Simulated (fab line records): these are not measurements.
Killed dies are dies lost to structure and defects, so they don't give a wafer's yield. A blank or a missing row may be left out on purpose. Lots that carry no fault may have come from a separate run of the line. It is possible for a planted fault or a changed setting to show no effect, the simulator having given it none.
Chamber matching / flow n5-finfet / rie-diel-04 running N5_BEOL_M6_ETCH_65: 4 sister chambers
The step etches SiARC in CF4, target depth 15.6 nm, time 26 s. 4 wafers are shown with their chamber, then 10 later ones without.

WAFERS, EACH WITH ITS CHAMBER
wafer=L081.3; chamber=3; showerhead-plenum-p-Torr (Torr)=2.12
wafer=L085.6; chamber=1; showerhead-plenum-p-Torr (Torr)=2.19
wafer=L091.1; chamber=0; showerhead-plenum-p-Torr (Torr)=2.18
wafer=L091.2; chamber=2; showerhead-plenum-p-Torr (Torr)=2.23

WAFERS WHOSE CHAMBER IS MISSING
wafer=L091.4; showerhead-plenum-p-Torr (Torr)=2.11
wafer=L093.1; showerhead-plenum-p-Torr (Torr)=2.23
wafer=L093.5; showerhead-plenum-p-Torr (Torr)=2.18
wafer=L093.6; showerhead-plenum-p-Torr (Torr)=2.23
wafer=L094.2; showerhead-plenum-p-Torr (Torr)=2.18
wafer=L094.3; showerhead-plenum-p-Torr (Torr)=2.11
wafer=L094.5; showerhead-plenum-p-Torr (Torr)=2.18
wafer=L096.4; showerhead-plenum-p-Torr (Torr)=2.10
wafer=L096.5; showerhead-plenum-p-Torr (Torr)=2.23
wafer=L096.6; showerhead-plenum-p-Torr (Torr)=2.18

WHICH CHAMBER EACH ONE RAN IN
wafer=L091.4; from the rows above=3; in truth=3
wafer=L093.1; from the rows above=2; in truth=2
wafer=L093.5; from the rows above=can't be placed: 0 or 1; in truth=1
wafer=L093.6; from the rows above=2; in truth=2
wafer=L094.2; from the rows above=can't be placed: 0 or 1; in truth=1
wafer=L094.3; from the rows above=3; in truth=3
wafer=L094.5; from the rows above=can't be placed: 0 or 1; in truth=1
wafer=L096.4; from the rows above=3; in truth=3
wafer=L096.5; from the rows above=2; in truth=2
wafer=L096.6; from the rows above=can't be placed: 0 or 1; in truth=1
Placed correctly: 6 of 10. From these rows, 4 cannot be placed; in 4 the true chamber is one of the candidates. Number placed wrongly: 0.
How it was worked out, from the rows above alone: a wafer's distance from a chamber is the root of the sum, over the readings, of the square of ((its reading less the chamber's mean) divided by the reading's scatter). If the next closest chamber is less than 2 further off than the closest, the wafer can't be placed; otherwise it belongs to the closest. The mean given for a chamber averages the wafers shown for that chamber. The scatter: root of mean squared gap, hidden wafer to nearest shown wafer, with one shown wafer a chamber.
